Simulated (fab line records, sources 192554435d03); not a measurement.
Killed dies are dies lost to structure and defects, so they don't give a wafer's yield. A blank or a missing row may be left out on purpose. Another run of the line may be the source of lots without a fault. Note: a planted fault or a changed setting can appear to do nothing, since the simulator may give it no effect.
fab line records | flow n5-finfet
record: lots: 3 | wafers: 9 | last-day: 17
route steps=1938 shown FIN_SAQP@135 FIN_CUT@154 STI_FIN_REVEAL@196 BEOL_M4@1111
lots untouched by any fault: they come from a run of this same line in which no faults occurred
start-h: the number of hours between the record's first day and the start of the first shown wafer of the lot | wait-h: hours elapsed since this lot's preceding step | " repeats the value in the row above | L1.1+2: a row that stands for several wafers | - either no value or no given start | * or withheld: withheld | < > ~ a bound
route shown NAME@n: NAME is a module with steps in the file, n the number in the route of the first one | usual: average and standard deviation across the fault-free wafers | same: alike in all rows | chamber/n: place in a boat | sites: per-site readings | _std_site: standard deviation across them | _edge_site: outer sites' mean less inner sites' | radius-mm: how far each site lies from the wafer's centre | mask NAME#n: copy n | behind: tool/chamber where the wafer was last shaped | hold: the reason the lot was held/the length of the hold in hours/how it ended | device: transistor that didn't switch, given as n, p or np | end of line: the tests these same wafers got at the end of their route | a step without rows: its recipe alone | killed: dies that structure and defects cost at the first sort, which is not the same as the wafer's yield | map: dies across one wafer; x = killed, . = not, _ = none there
set.NAME: the setting the step ran with; set.NAME@STEP: the setting that earlier step ran with | model.NAME: the simulator's own value behind a step, which no gauge read
lots seen at some steps along the route; tables by step, rows by wafer
services: from which hour (start-h, from the record's first day; less than 0 if before it) a tool's chamber was out of use, for how many hours, and why
== steps ==
step: N5_FIN_SAQP_ETCH_67
recipe: chemistry: CH3F/O2 | target: SiNx | target-depth-a: 300 | mask-material: SOC | pressure-mtorr: 30 | source-w: 395 | bias-w: 73 | Ar_flow_sccm: 150 | CH3F_flow_sccm: 30 | O2_flow_sccm: 20 | ion-energy-ev: 120
step: N5_FIN_SAQP_STRIP_70
recipe: chemistry: N2/H2 | power-w: 500 | temp-c: 40 | pressure-mtorr: 50 | rf-frequency-hz: 6e+07 | overash-fraction: 0.3 | bias-power-w: 28 | h2-frac: 0.5 | n2-flow-sccm: 300 | h2-flow-sccm: 300
step: N5_FIN_SAQP_RECESS_71
recipe: chemistry: HF/NH3 | target: SiO2 | target-depth-a: 30 | afs-cycles: 1 | temp-c: 30 | sublimation-temp-c: 180 | sublimation-time-s: 60
step: N5_FIN_SAQP_SPACER2_ALD_28
recipe: material: SiO2 | target-thk-a: 81 | temp-c: 300 | ald-precursor-family: BDEAS | ald-co-reactant: O2-plasma | pulse-time-s: 1 | purge-time-s: 2 | co-reactant-purge-time-s: 2 | pressure-torr: 2
step: N5_FIN_SAQP_SPACER2_ETCHBACK_29
recipe: chemistry: CHF3/O2 | mode: anisotropic-etchback | target: SiO2 | target-depth-a: 122 | time-s: 6.1 | pressure-mtorr: 30 | source-w: 650 | bias-w: 170 | Ar_flow_sccm: 200 | CHF3_flow_sccm: 50 | O2_flow_sccm: 5 | ion-energy-ev: 200
step: N5_FIN_SAQP_MANDREL2_REMOVE_60
recipe: chemistry: HBr/Cl2/O2 | bt-time-s: 10 | target: a-Si | stop-on: SiNx | endpoint: OES-SiCl | over-etch-frac: 1 | icp-w: 600 | bias-w: 22 | HBr_flow_sccm: 150 | Cl2_flow_sccm: 80 | O2_flow_sccm: 5 | pressure-mtorr: 10
step: N5_FIN_SAQP_HM_OPEN_33
recipe: chemistry: CH3F/O2 | target: SiNx | mask-material: SiO2 | target-depth-a: 494 | time-s: 70.6 | pressure-mtorr: 30 | source-w: 395 | bias-w: 73 | Ar_flow_sccm: 150 | CH3F_flow_sccm: 30 | O2_flow_sccm: 20 | ion-energy-ev: 120 | ends: cleared
step: N5_FIN_SAQP_ETCH_34
recipe: chemistry: C4F6/O2 | target: SiO2 | target-depth-a: 450 | time-s: 15 | ion-energy-ev: 250 | pressure-mtorr: 30 | source-w: 345 | bias-w: 185 | Ar_flow_sccm: 300 | C4F6_flow_sccm: 10 | O2_flow_sccm: 10 | ends: cleared
step: N5_FIN_SAQP_STRIP_77
recipe: chemistry: N2/H2 | time-s: 90 | power-w: 100 | temp-c: 40 | pressure-mtorr: 100 | rf-frequency-hz: 6e+07 | bias-power-w: 3 | n2-flow-sccm: 300 | h2-flow-sccm: 300
step: N5_FIN_SAQP_ETCH_64
recipe: chemistry: CF4 | target: SiO2 | target-depth-a: 15 | ion-energy-ev: 350 | pressure-mtorr: 10 | icp-w: 800 | bias-w: 400 | cf4-flow-sccm: 80
step: N5_FIN_SAQP_FIN_ETCH_36
recipe: chemistry: HBr/Cl2/O2 | target-depth-a: 1200 | mask-material: SiNx | time-s: 50.4 | bias-w: 102 | pressure-mtorr: 10 | icp-w: 800 | HBr_flow_sccm: 150 | Cl2_flow_sccm: 80 | O2_flow_sccm: 12
usual: bias-w: 101.99/0.29 | drypump-motor-current-A: 6.0/0.39 | he-backside-leak-sccm: 2.7/0.33 | mfc-cl2-sccm: 79.99/0.24 | oes-product-au: 0.989/0.016 | throttle-valve-pct: 36.04/0.24
lot.wafer | tool      | chamber | start-h | wait-h | bias-w | drypump-motor-current-A | he-backside-leak-sccm | mfc-cl2-sccm | oes-product-au | rf-hours-counter-h | throttle-valve-pct | model.etch.depth-nm | model.FIN_SAQP.feature-depth-nm | model.SiNx_of_FIN_SAQP_HM_DEP_03.thk-nm
L871.3    | rie-si-05 | 0       | 82.25   | 0.0    | 101.95 | 5.7                     | 2.6                   | 79.81        | 0.961          | 67                 | 35.79              | 119.1               | 119                             | 21
L871.4    | "         | 3       | "       | "      | 102.33 | 5.8                     | 3.0                   | 80.07        | 0.980          | 158                | 36.00              | 120.7               | 120.6                           | 21.4
L871.6    | "         | 1       | "       | "      | 102.03 | 6.0                     | 3.2                   | 79.84        | 0.969          | -                  | 36.43              | 119.2               | 119.2                           | 21.2
L874.2    | rie-si-05 | 2       | 100.24  | 0.0    | 124.28 | 6.5                     | 2.9                   | 79.96        | 1.037          | 61                 | 35.92              | 124.5               | 124.4                           | 19
L874.5    | "         | 1       | "       | "      | 102.03 | 6.0                     | 3.1                   | 79.61        | 0.965          | -                  | 36.46              | 118.1               | 118.2                           | 21.2
L874.6    | "         | 0       | "       | "      | 102.02 | 5.7                     | 2.7                   | 80.03        | 0.955          | -                  | 35.81              | 118.5               | 118.4                           | 21.6
L882.2    | rie-si-01 | 2       | 146.10  | 0.0    | 102.34 | 5.8                     | 3.3                   | 79.74        | 0.993          | 163                | 35.75              | 119.8               | 119.8                           | 20.8
L882.3    | "         | 0       | "       | "      | 101.75 | 6.1                     | 2.3                   | 79.89        | 1.007          | 26                 | 36.21              | 119.4               | 119.4                           | 20.6
L882.4    | "         | 3       | "       | "      | 101.89 | 6.7                     | 2.4                   | 79.85        | 0.988          | 8                  | 35.66              | 120.3               | 120.2                           | 21.2
step: N5_FIN_SAQP_PRECLEAN_38
recipe: chemistry: O3/DIW | time-s: 45 | temp-c: 22 | o3-ppm: 10
step: N5_FIN_SAQP_PRECLEAN_45
recipe: chemistry: dHF | time-s: 10 | dilution: 500:1 | temp-c: 25
step: N5_FIN_SAQP_SRD_39
recipe: dry: ipa-marangoni | time-s: 30 | temp-c: 23 | rinse-liquid: diw
step: N5_FIN_SAQP_OCD_MEAS_76
usual: trench-depth-nm: 119.6/1.1
lot.wafer | tool   | chamber | start-h | wait-h | trench-depth-nm
L871.3    | ocd-01 | -       | 82.47   | 0.0    | 119.0
L871.4    | "      | -       | "       | "      | 120.9
L871.6    | "      | -       | "       | "      | 119.5
L874.2    | ocd-01 | -       | 100.47  | 0.0    | 124.4
L874.5    | "      | -       | "       | "      | 118.2
L874.6    | "      | -       | "       | "      | 117.8
L882.2    | ocd-01 | -       | 146.32  | 0.0    | 119.9
L882.3    | "      | -       | "       | "      | 119.3
L882.4    | "      | -       | "       | "      | 120.4
step: N5_FIN_CUT_COAT_18
recipe: resist: SOC | temp-c: 250 | time-s: 60 | spin-rpm: 1500 | resist-thk-nm: 230
step: N5_FIN_CUT_COAT_19
recipe: resist: SiARC | temp-c: 220 | time-s: 60 | spin-rpm: 1500 | resist-thk-nm: 20
step: N5_FIN_CUT_COAT_29
recipe: resist: underlayer | temp-c: 205 | time-s: 60 | spin-rpm: 1500 | resist-thk-nm: 10
step: N5_FIN_CUT_COAT_02
recipe: resist: CAR-EUV | spin-rpm: 1500 | resist-thk-nm: 30
step: N5_FIN_CUT_EBR_04
recipe: solvent: PGMEA | ebr-width-mm: 1.5
step: N5_FIN_CUT_SOFTBAKE_03
recipe: temp-c: 110 | time-s: 60 | resist: CAR-EUV
step: N5_FIN_CUT_EXPOSE_05
recipe: mask-id: FIN_CUT | na: 0.33 | source-shape: annular | sigma-inner: 0.35 | sigma-outer: 0.8 | polarization: unpolarized | dose-mj: 45.75
step: N5_FIN_CUT_PEB_06
recipe: peb-temp-c: 100 | peb-time-s: 60 | resist: CAR-EUV
step: N5_FIN_CUT_DEVELOP_07
recipe: develop-time-s: 30 | developer: TMAH | resist: CAR-EUV | rinse-liquid: surfactant-rinse | dry: air-spin | dev-temp-c: 23
step: N5_FIN_CUT_DESCUM_13
recipe: chemistry: O2 | time-s: 7 | source-power-w: 50 | bias-power-w: 20 | pressure-mtorr: 20 | rf-frequency-hz: 2.712e+07 | temp-c: 40 | resist: CAR-EUV | o2-flow-sccm: 225
step: N5_FIN_CUT_ETCH_30
recipe: chemistry: N2/H2 | target: underlayer | target-depth-a: 130 | mask-material: CAR-EUV | time-s: 10.4 | ion-energy-ev: 200 | pressure-mtorr: 30 | source-w: 840 | bias-w: 150 | n2-flow-sccm: 200 | h2-flow-sccm: 200 | ends: cleared
step: N5_FIN_CUT_ETCH_20
recipe: chemistry: CF4 | target: SiARC | target-depth-a: 260 | mask-material: CAR-EUV | time-s: 43.3 | ion-energy-ev: 80 | pressure-mtorr: 40 | source-w: 545 | bias-w: 36 | Ar_flow_sccm: 100 | cf4-flow-sccm: 100 | ends: cleared
step: N5_FIN_CUT_ETCH_21
recipe: chemistry: N2/H2 | target: SOC | target-depth-a: 2190 | overetch-a: 438 | mask-material: SiARC | temp-c: 40 | ion-energy-ev: 100 | bias-w: 61 | time-s: 523.5 | pressure-mtorr: 30 | source-w: 850 | n2-flow-sccm: 200 | h2-flow-sccm: 200
step: N5_FIN_CUT_STRIP_23
recipe: chemistry: N2/H2 | temp-c: 40 | n2-flow-sccm: 200 | h2-flow-sccm: 200 | rf-frequency-hz: 6e+07
step: N5_FIN_CUT_STRIP_31
recipe: chemistry: N2/H2 | temp-c: 40 | n2-flow-sccm: 200 | h2-flow-sccm: 200 | rf-frequency-hz: 6e+07
step: N5_FIN_CUT_STRIP_24
recipe: chemistry: CF4 | resist: SiARC | power-w: 300 | bias-power-w: 75 | pressure-mtorr: 50 | cf4-flow-sccm: 150 | rf-frequency-hz: 6e+07
step: N5_FIN_CUT_CUT_ETCH_26
recipe: chemistry: CH3F/O2 | target: SiNx | target-depth-a: 390 | mask-material: SOC | time-s: 55.7 | pressure-mtorr: 30 | source-w: 395 | bias-w: 73 | Ar_flow_sccm: 150 | CH3F_flow_sccm: 30 | O2_flow_sccm: 20 | ion-energy-ev: 120
step: N5_FIN_CUT_CUT_ETCH_27
recipe: chemistry: CHF3/O2 | target: SiO2 | target-depth-a: 40 | mask-material: SOC | overetch-a: 20 | time-s: 4.9 | pressure-mtorr: 30 | source-w: 650 | bias-w: 170 | Ar_flow_sccm: 200 | CHF3_flow_sccm: 50 | O2_flow_sccm: 5 | ion-energy-ev: 200
step: N5_FIN_CUT_PRECLEAN_35
recipe: time-s: 13.3 | temp-c: 45 | pressure-torr: 125 | p-hf-torr: 3 | p-coreactant-torr: 25 | chemistry: vHF
step: N5_FIN_CUT_CUT_ETCH_15
recipe: chemistry: HBr/Cl2/O2 | target: Si | target-depth-a: 1000 | bt-time-s: 10 | mask-material: SOC | time-s: 42.4 | ion-energy-ev: * | bias-w: * | pressure-mtorr: 10 | icp-w: 800 | HBr_flow_sccm: 150 | Cl2_flow_sccm: 80 | O2_flow_sccm: 12
step: N5_STI_FIN_REVEAL_RECESS_09
recipe: chemistry: HF/NH3 | target: SiO2 | afs-cycles: 11 | target-depth-a: 425 | temp-c: 30 | sublimation-temp-c: 180 | sublimation-time-s: 60
usual: drypump-motor-current-A: 5.9/0.51 | temp-c: 30.03/0.12
same: sublimation-time-s: 60
lot.wafer | tool          | chamber | start-h | wait-h | drypump-motor-current-A | temp-c | model.SiNx_of_FIN_SAQP_HM_DEP_03.thk-nm
L871.3    | vapor-etch-02 | 1       | 90.34   | 0.6    | 5.9                     | 30.24  | 18
L871.4    | "             | 0       | "       | "      | 5.2                     | 29.88  | 18.4
L871.6    | "             | 1       | "       | "      | 6.0                     | 30.03  | 18.2
L874.2    | vapor-etch-02 | 1       | 107.88  | 0.0    | 6.0                     | 30.03  | 16.2
L874.5    | "             | 0       | 108.94  | 1.1    | 5.2                     | 29.82  | 18.2
L874.6    | "             | 1       | "       | "      | 6.0                     | 29.91  | 18.8
L882.2    | vapor-etch-02 | 0       | 153.63  | 0.0    | 5.2                     | 29.98  | 17.8
L882.3    | "             | 0       | "       | "      | 5.2                     | 29.94  | 17.6
L882.4    | "             | 1       | "       | "      | 6.0                     | 30.00  | 18.2
step: N5_BEOL_M4_RC_MEAS_101
usual: DIBL_N: 36.3/1.2 | DIBL_P: 36.3/1.4 | IOFF_N: 0.157/0.02 | IOFF_P: 0.22/0.033 | ION_N: 675/9.6 | ION_P: 465/8.2 | SS_N: 71.4/0.45 | SS_P: 73.3/0.54 | VT_N: 249.8/2.5 | VT_P: -249/3.2
lot.wafer | tool      | chamber | start-h | wait-h | DIBL_N[mV/V] | DIBL_P[mV/V] | IOFF_N[nA/um] | IOFF_P[nA/um] | ION_N[uA/um] | ION_P[uA/um] | SS_N[mV/dec] | SS_P[mV/dec] | VT_N[mV] | VT_P[mV]
L871.3    | prober-01 | 0       | 232.58  | 0.7    | 33.2         | 34.0         | 0.131         | 0.19          | 665          | 463          | 71.2         | 72.3         | 252.8    | -248
L871.4    | "         | 0       | "       | "      | 33.6         | 34.4         | 0.138         | 0.19          | 651          | 457          | 71.0         | 72.2         | 248.5    | -247
L871.6    | "         | 0       | "       | "      | 32.5         | 34.1         | 0.128         | 0.19          | 668          | 461          | 71.4         | 73.1         | 250.6    | -247
L874.2    | prober-01 | 0       | 269.58  | 0.2    | 37.1         | 37.2         | 0.183         | 0.26          | 688          | 473          | 71.0         | 73.9         | 245.6    | -246
L874.5    | "         | 0       | "       | "      | 36.2         | 36.6         | 0.171         | 0.24          | 686          | 474          | 70.9         | 73.2         | 247.6    | -247
L874.6    | "         | 0       | "       | "      | 36.9         | 37.6         | 0.184         | 0.25          | 689          | 471          | 71.5         | 73.6         | 245.5    | -246
L882.2    | prober-02 | 0       | 309.13  | 0.2    | 37.2         | 37.4         | 0.182         | 0.25          | 679          | 463          | 71.3         | 73.4         | 245.6    | -245
L882.3    | "         | 0       | "       | "      | 35.6         | 35.7         | 0.150         | 0.21          | 669          | 466          | 70.6         | 73.3         | 248.5    | -246
L882.4    | "         | 0       | "       | "      | 37.5         | 37.6         | 0.181         | 0.25          | 678          | 466          | 71.4         | 73.6         | 247.2    | -247
== services ==
tool          | chamber | start-h | hours | kind
rie-si-01     | 1       | 62.65   | 3.2   | repair
rie-si-05     | 0       | 104.99  | 4.3   | repair
vapor-etch-02 | -       | 115.18  | 0.1   | repair
== key ==
first-sign: step: N5_FIN_SAQP_FIN_ETCH_36 | reading: bias-w | direction: up | sigmas: 78 | usual: * | struck: *
effect: step: N5_FIN_SAQP_OCD_MEAS_76 | reading: trench-depth-nm | direction: up | sigmas: 4.2 | usual: 119.6 | struck: 124.4
model-effect: step: N5_FIN_SAQP_FIN_ETCH_36 | value: etch.depth-nm | without: 118.8 | struck: 124.5
model-effect: step: N5_STI_FIN_REVEAL_RECESS_09 | value: SiNx_of_FIN_SAQP_HM_DEP_03.thk-nm | without: 18 | struck: 16.2
met-at N5_FIN_SAQP_FIN_ETCH_36
struck-wafers L874.2
fault: kind: process-parameter-drift | tool: rie-si-05 | chamber: 2 | onset-h: 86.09 | steps: N5_FIN_SAQP_FIN_ETCH_36 | channel: bias-w | offset: * | shape: step | end-h: 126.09 | acts-in: * | stated: *
